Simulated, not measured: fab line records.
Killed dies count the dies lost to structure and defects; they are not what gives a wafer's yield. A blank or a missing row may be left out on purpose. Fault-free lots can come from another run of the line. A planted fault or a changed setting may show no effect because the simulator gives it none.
fab line records | flow nand_harc
[record] lots = 13 wafers = 39 last_day = 33
route steps=1302 shown P_M0@263 P_M1@285 END@1302
lots with no fault: from the same line, run without faults
start_h: the number of hours between the record's first day and the start of the first shown wafer of the lot | wait_h: how many hours have passed since the lot's step before this one | " the same as in the row above | L1.1+2: one row covering several wafers at once | - no value, or no start was given | * or withheld: withheld | < > ~ a bound
route shown NAME@n: NAME is a module with steps in the file, n the number in the route of the first one | usual: average and standard deviation across the fault-free wafers | same: alike in all rows | chamber/n: place in a boat | sites: each site's reading | _std_site: their standard deviation | _edge_site: inner sites' mean taken away from outer sites' mean | radius_mm: for every site, how far away it sits from the centre of the wafer | mask NAME#n: copy n | behind: tool/chamber where the wafer was last shaped | hold: what put the lot on hold/how long, in hours/how the hold closed | device: which transistor (n, p or np) failed to switch | end of line: the route-end tests of the same wafers | for a step that has no rows: nothing shown but its recipe | killed: the dies lost at the first sort to structure and to defects; this is not the yield of the wafer | map: shows each die of a wafer: x if killed, . if not, _ if none is there
set.NAME: the run value of the setting; set.NAME@STEP: its run value at that earlier step | model.NAME: the simulator's own value behind a step, which no gauge read
a sample of lots followed through the steps of the route, with each step as a table and each wafer as a row
services: when a tool's chamber went out of use (start_h, in hours from the record's first day, below 0 if earlier), for how many hours, and the reason
[[steps]]
[step NHARC_P_M0_CD_MEAS_09]
[recipe] target_cd_nm = 90 landing_energy_ev = 500
[usual] cd_nm = 89.7/0.5
// columns lot.wafer tool chamber start_h wait_h cd_nm
L647.1 cd_sem-02 0 121.27 - 89.6
L647.4 " 0 " " 89.1
L647.5 " 0 " " 89.5
L648.1 cd_sem-03 0 128.63 - 89.4
L648.5 " 0 " " 90.4
L648.6 " 0 " " 90.1
L650.2 cd_sem-03 0 146.48 - 89.0
L650.5 " 0 " " 89.0
L650.6 " 0 " " 89.2
L652.3 cd_sem-03 0 168.34 - 90.2
L652.5 " 0 " " 90.1
L652.6 " 0 " " 89.6
L653.4 cd_sem-01 0 184.84 - 90.5
L653.5 " 0 " " 90.1
L653.6 " 0 " " 90.4
L654.1 cd_sem-02 0 192.66 - 89.5
L654.2 " 0 " " 89.7
L654.3 " 0 " " 89.4
L659.1 cd_sem-03 0 235.92 - 90.6
L659.4 " 0 " " 89.7
L659.6 " 0 " " 90.3
L660.2 cd_sem-02 0 248.44 - 90.1
L660.4 " 0 " " 90.1
L660.5 " 0 " " 90.0
L661.2 cd_sem-01 0 274.18 - 89.8
L661.3 " 0 " " 89.8
L661.5 " 0 " " 89.0
L662.3 cd_sem-01 0 274.73 - 89.8
L662.4 " 0 " " 89.2
L662.5 " 0 " " 90.4
L667.1 cd_sem-01 0 318.40 - 89.5
L667.4 " 0 " " 89.9
L667.5 " 0 " " 89.6
L669.1 cd_sem-03 0 338.92 - 89.9
L669.5 " 0 " " 90.2
L669.6 " 0 " " 90.9
L670.1 cd_sem-02 0 346.44 - 89.1
L670.4 " 0 " " 89.4
L670.5 " 0 " " 90.0
[step NHARC_P_M0_DESCUM_14]
[recipe] time_s = 3 o2_flow_sccm = 200 ar_flow_sccm = 0 bias_power_w = 0 chemistry = O2
[usual] drypump_motor_current_A = 5.7/0.58 oes_product_au = 1.000/0.0086 rf_vpp_V = 57.5/0.85 showerhead_plenum_p_Torr = 1.85/0.067 throttle_valve_pct = 11.311/0.0089
// columns lot.wafer tool chamber start_h wait_h drypump_motor_current_A oes_product_au rf_hours_counter_h rf_vpp_V showerhead_plenum_p_Torr throttle_valve_pct
L647.1 rie_diel-01 1 121.46 0.1 4.9 1.010 12 56.7 1.77 11.314
L647.4 " 3 " " 6.3 1.005 14 56.1 1.84 11.311
L647.5 " 1 " " 4.9 1.010 - 57.0 1.77 11.304
L648.1 rie_diel-01 3 128.83 0.1 6.3 1.009 14 57.6 1.84 11.305
L648.6 " 1 " " 4.9 1.005 - 57.5 1.77 11.309
L648.5 " 2 " " 5.0 0.997 - 57.3 1.95 11.328
L650.2 rie_diel-11 0 146.69 0.1 6.3 1.003 16 58.3 1.91 11.306
L650.5 " 3 " " 5.4 0.999 - 55.9 1.77 11.290
L650.6 " 0 " " 6.3 1.001 - 58.7 1.91 11.317
L652.3 rie_diel-01 3 168.55 0.1 6.2 1.004 21 57.6 1.84 11.322
L652.6 " 0 " " 6.0 1.005 - 57.6 1.83 11.311
L652.5 " 1 " " 5.0 1.001 - 57.2 1.77 11.313
L653.4 rie_diel-11 3 185.04 0.1 5.4 0.995 29 57.6 1.77 11.307
L653.5 " 1 " " 5.8 1.000 - 57.2 1.88 11.315
L653.6 " 2 " " 5.5 1.007 - 57.0 1.81 11.318
L654.2 rie_diel-01 3 192.85 0.1 6.3 1.011 27 57.1 1.84 11.322
L654.1 " 0 " " 6.0 0.993 26 56.6 1.82 11.328
L654.3 " 2 " " 5.0 0.996 25 57.1 1.94 11.305
L659.1 rie_diel-01 3 236.12 0.1 6.3 1.014 4 58.9 1.84 11.322
L659.6 " 3 " " 6.3 0.996 - 57.2 1.84 11.310
L659.4 " 0 " " 6.0 0.993 - 57.4 1.82 11.328
L660.4 rie_diel-05 1 248.63 0.1 5.3 0.993 1 57.2 1.84 11.321
L660.2 " 3 " " 5.7 0.994 2 57.8 1.82 11.317
L660.5 " 2 " " 6.2 0.988 - 57.2 1.96 11.316
L661.3 rie_diel-05 3 274.38 0.1 5.8 0.996 10 56.5 1.81 11.310
L661.2 " 0 " " 6.7 1.003 11 56.8 1.81 11.313
L661.5 " 2 " " 6.2 0.981 - 57.4 1.96 11.325
L662.3 rie_diel-05 3 274.91 0.1 5.7 0.995 11 58.0 1.81 11.306
L662.4 " 1 " " 5.3 1.001 9 57.7 1.84 11.313
L662.5 " 3 " " 5.7 0.994 - 58.8 1.81 11.312
L667.1 rie_diel-11 1 318.59 0.1 5.8 0.998 18 56.1 1.86 11.300
L667.4 " 3 " " 5.4 1.000 13 58.8 2.07 11.316
L667.5 " 1 " " 5.8 0.990 - 57.6 1.86 11.319
L669.1 rie_diel-01 3 339.11 0.1 6.3 1.009 25 58.5 1.83 11.316
L669.5 " 3 " " 6.3 1.008 - 57.0 1.83 11.334
L669.6 " 0 " " 6.0 0.998 - 57.0 1.82 11.316
L670.1 rie_diel-01 3 346.65 0.1 6.3 1.014 25 57.8 1.83 11.313
L670.4 " 0 " " 6.0 1.004 20 57.5 1.82 11.312
L670.5 " 1 " " 5.0 0.997 - 56.7 1.76 11.307
[step NHARC_P_M0_INSPECT_27]
[usual] raw_defect_count = 295/120
// columns lot.wafer tool chamber start_h wait_h raw_defect_count
L647.1 defect_inspect-01 - 123.97 0.0 260
L647.4 " - " " 417
L647.5 " - " " 366
L648.1 defect_inspect-01 - 131.30 0.0 183
L648.5 " - " " 279
L648.6 " - " " 447
L650.2 defect_inspect-01 - 149.88 0.0 261
L650.5 " - " " 284
L650.6 " - " " 462
L652.3 defect_inspect-02 - 171.03 0.0 319
L652.5 " - " " 467
L652.6 " - " " 482
L653.4 defect_inspect-01 - 187.57 0.0 342
L653.5 " - " " 186
L653.6 " - " " 146
L654.1 defect_inspect-01 - 195.32 0.0 317
L654.2 " - " " 356
L654.3 " - " " 542
L659.1 defect_inspect-02 - 238.70 0.0 169
L659.4 " - " " 207
L659.6 " - " " 183
L660.2 defect_inspect-01 - 251.09 0.0 334
L660.4 " - " " 343
L660.5 " - " " 373
L661.2 defect_inspect-02 - 276.88 0.0 209
L661.3 " - " " 280
L661.5 " - " " 282
L662.3 defect_inspect-01 - 277.47 0.0 226
L662.4 " - " " 169
L662.5 " - " " 179
L667.1 defect_inspect-01 - 321.13 0.0 193
L667.4 " - " " 296
L667.5 " - " " 360
L669.1 defect_inspect-01 - 341.62 0.0 180
L669.5 " - " " 256
L669.6 " - " " 248
L670.1 defect_inspect-01 - 349.13 0.0 244
L670.4 " - " " 220
L670.5 " - " " 239
[step NHARC_P_M1_DEP_00]
[recipe] target_thk_a = 1825 target_thk_nm = 182.5 temp_c = withheld pressure_torr = 5 flow_sccm = 200 rf_w = 600 material = SiOC
[usual] chamber_pressure_Torr = 5.000/0.011 rf_fwd_power_W = 599.0/1.6
// columns lot.wafer tool chamber start_h wait_h chamber_pressure_Torr rf_fwd_power_W
L647.1 pecvd-01 0 124.62 - 4.988 595.7
L647.5 " 1 " " 5.012 596.7
L647.4 " 2 " " 5.002 599.7
L648.1 pecvd-04 1 131.84 - 4.978 596.0
L648.5 " 1 " " 5.003 598.5
L648.6 " 0 " " 5.004 596.7
L650.2 pecvd-03 2 150.46 - 5.006 595.7
L650.5 " 1 " " 4.999 600.5
L650.6 " 0 " " 4.995 599.8
L652.3 pecvd-03 0 171.64 - 5.010 600.5
L652.5 " 2 " " 4.998 597.6
L652.6 " 1 " " 4.989 600.6
L653.6 pecvd-01 2 188.26 - 4.982 599.6
L653.5 " 0 " " 4.988 598.1
L653.4 " 1 " " 5.013 600.9
L654.2 pecvd-04 1 195.86 - 4.964 598.3
L654.1 " 2 " " 5.006 600.2
L654.3 " 0 " " 5.002 596.5
L659.1 pecvd-04 1 239.24 - - -
L659.6 " 1 " " - -
L659.4 " 2 " " - -
L660.2 pecvd-03 2 251.66 - - -
L660.5 " 2 " " - -
L660.4 " 0 " " - -
L661.2 pecvd-01 1 277.43 - - -
L661.3 " 2 " " - -
L661.5 " 1 " " - -
L662.3 pecvd-01 1 278.54 - 5.002 601.5
L662.4 " 2 " " 4.997 598.0
L662.5 " 0 " " 4.986 595.6
L667.1 pecvd-04 1 321.69 - 4.997 599.7
L667.4 " 1 " " 4.997 598.4
L667.5 " 0 " " 4.992 598.7
L669.1 pecvd-04 0 342.23 - 5.002 599.5
L669.5 " 0 " " 4.987 595.4
L669.6 " 1 " " 5.004 600.5
L670.1 pecvd-01 0 349.68 - 4.990 599.3
L670.5 " 1 " " 4.997 596.2
L670.4 " 2 " " 5.012 598.1
[step NHARC_END_SORT_01]
[recipe] temp_c = 25
[usual] defect_limited_yield = 90.2/2.3 killed_at_array = 62/15 killed_at_other = 0.8/1 killed_at_periphery = 3.7/2.6 killed_dies = 66/15 killed_open = 3.1/1.8 killed_short = 2.6/1.7
[same] gross_dies = 677
// columns lot.wafer tool chamber start_h wait_h defect_limited_yield[%] killed_at_array killed_at_other killed_at_periphery killed_dies killed_open killed_short
L659.1 prober-01 0 674.57 2.5 0 47 2 628 677 5 3
L659.4 prober-01 0 676.95 3.4 0 41 1 635 677 2 2
L659.6 prober-01 0 678.54 4.0 0 50 1 626 677 1 5
L660.2 prober-02 0 675.39 2.8 0 78 0 599 677 5 1
L660.4 prober-02 0 676.98 3.4 0 88 0 589 677 2 1
L660.5 prober-02 0 677.77 3.7 0 96 0 581 677 2 2
L661.2 prober-01 0 733.44 2.8 0 71 1 605 677 3 4
L661.3 prober-01 0 734.24 3.1 0 70 0 607 677 1 3
L661.5 prober-01 0 735.83 3.7 0 60 0 617 677 5 2
// killed by level:class
L659.1 P_M1:area_dep=627 A_CHANNEL_HOLE_D1:chamber_film_flake=24 A_CONTACT:chamber_film_flake=7 A_ZERO_WELL:chamber_film_flake=2 A_SGD_CUT:chamber_film_flake=2 A_WL_FILL:chamber_film_flake=2 P_CONTACT:geometric_particle:open=1 A_SOURCE_PLATE:geometric_particle:short=1
L660.2 P_M1:area_dep=587 A_SLIT:chamber_film_flake=32 A_CHANNEL_HOLE_D1:chamber_film_flake=29 A_CHANNEL_HOLE_D2:chamber_film_flake=11 P_M2:chamber_film_flake=4 P_M0:geometric_particle:open=3 A_DECK1_JOINT:chamber_film_flake=3 P_GATE:chamber_film_flake=2
L659.4 P_M1:area_dep=633 A_CHANNEL_HOLE_D1:chamber_film_flake=31 A_CONTACT:chamber_film_flake=3 P_M0:geometric_particle:open=1 A_ONON_D1:geometric_particle:short=1 A_WL_FILL:geometric_particle:short=1 A_CONTACT:geometric_particle:open=1 P_GATE:chamber_film_flake=1
L660.4 P_M1:area_dep=584 A_CHANNEL_HOLE_D1:chamber_film_flake=33 A_SLIT:chamber_film_flake=27 A_CHANNEL_HOLE_D2:chamber_film_flake=21 A_CONTACT:chamber_film_flake=3 P_GATE:chamber_film_flake=2 P_GATE:geometric_particle:open=1 A_CHANNEL_FILL_D1:geometric_particle:short=1
L660.5 P_M1:area_dep=576 A_CHANNEL_HOLE_D1:chamber_film_flake=35 A_SLIT:chamber_film_flake=34 A_CHANNEL_HOLE_D2:chamber_film_flake=23 P_M2:chamber_film_flake=2 P_CONTACT:geometric_particle:open=1 A_CHANNEL_HOLE_D1:geometric_particle:short=1 A_DECK1_JOINT:geometric_particle:short=1
L659.6 P_M1:area_dep=625 A_CHANNEL_HOLE_D1:chamber_film_flake=30 A_CONTACT:chamber_film_flake=5 A_SLIT:chamber_film_flake=3 A_M1:chamber_film_flake=2 P_M1:geometric_particle:short=1 A_CHANNEL_FILL_D1:geometric_particle:short=1 A_CHANNEL_FILL_D2:geometric_particle:short=1
L661.2 P_M1:area_dep=600 A_SLIT:chamber_film_flake=25 A_CHANNEL_HOLE_D2:chamber_film_flake=19 A_CHANNEL_HOLE_D1:chamber_film_flake=11 A_CONTACT:chamber_film_flake=8 P_BONDPAD:chamber_film_flake=2 A_STAIRCASE:chamber_film_flake=2 P_GATE:geometric_particle:short=1
L661.3 P_M1:area_dep=600 A_SLIT:chamber_film_flake=28 A_CHANNEL_HOLE_D2:chamber_film_flake=22 A_CONTACT:chamber_film_flake=6 P_BONDPAD:chamber_film_flake=5 A_STAIRCASE:chamber_film_flake=4 A_CHANNEL_HOLE_D1:chamber_film_flake=3 A_ZERO_WELL:chamber_film_flake=2
L661.5 P_M1:area_dep=614 A_SLIT:chamber_film_flake=23 A_CHANNEL_HOLE_D2:chamber_film_flake=23 A_CONTACT:chamber_film_flake=5 A_SGD_CUT:geometric_particle:open=2 P_GATE:chamber_film_flake=2 A_CHANNEL_HOLE_D1:chamber_film_flake=2 P_CONTACT:geometric_particle:open=1
[[services]]
// columns tool chamber start_h hours kind
rie_diel-11 - 99.96 0.5 repair
rie_diel-05 - 103.48 0.1 repair
rie_diel-11 2 109.90 2.3 repair
rie_diel-11 2 118.34 20.8 repair
pecvd-01 - 130.00 13.0 pm
rie_diel-05 - 132.53 0.2 repair
rie_diel-05 0 174.01 4.1 repair
rie_diel-11 0 185.33 2.5 repair
pecvd-03 - 185.56 13.0 pm
rie_diel-05 0 185.82 1.2 repair
pecvd-04 - 201.76 0.9 repair
pecvd-03 - 203.43 2.8 repair
rie_diel-01 - 203.80 9.0 pm
rie_diel-05 - 229.66 9.0 pm
pecvd-03 1 230.96 7.7 repair
rie_diel-01 1 234.14 4.8 repair
rie_diel-11 - 256.46 9.0 pm
rie_diel-01 0 261.34 3.7 repair
rie_diel-05 3 264.60 8.2 repair
pecvd-04 - 276.10 13.0 pm
pecvd-04 - 302.30 1.9 repair
pecvd-01 - 311.00 13.0 pm
pecvd-04 - 315.63 1.8 repair
pecvd-04 - 337.61 0.6 repair
[[key]]
[first_sign] step = NHARC_P_M1_DEP_00 reading = tool_record direction = missing
[effect] step = NHARC_END_SORT_01 reading = killed_at_periphery direction = up sigmas = 99+ usual = 3.7 struck = 609.7
[more_kills_born_at] NHARC_P_M1_DEP_00@pecvd-04 = 1885 NHARC_P_M1_DEP_00@pecvd-01 = 1814 NHARC_P_M1_DEP_00@pecvd-03 = 1747
met_at NHARC_P_M1_DEP_00
struck_lots L659,L660,L661
later_rows_left_out L659.1,L659.4,L659.6,L660.2,L660.4,L660.5,L661.2,L661.3,L661.5
not_acting_at NHARC_P_M0_CD_MEAS_09,NHARC_P_M0_DESCUM_14,NHARC_P_M0_INSPECT_27
onset_between 195.86 239.24
[fault] kind = skipped_step_whole tool = pecvd-01,pecvd-03,pecvd-04 chamber = - onset_h = 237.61 steps = NHARC_P_M1_DEP_00 scope = struck_lots_only
// later_rows_left_out: the simulator's readings of these wafers behind a module that went badly wrong aren't trusted and aren't shown, but for the sort
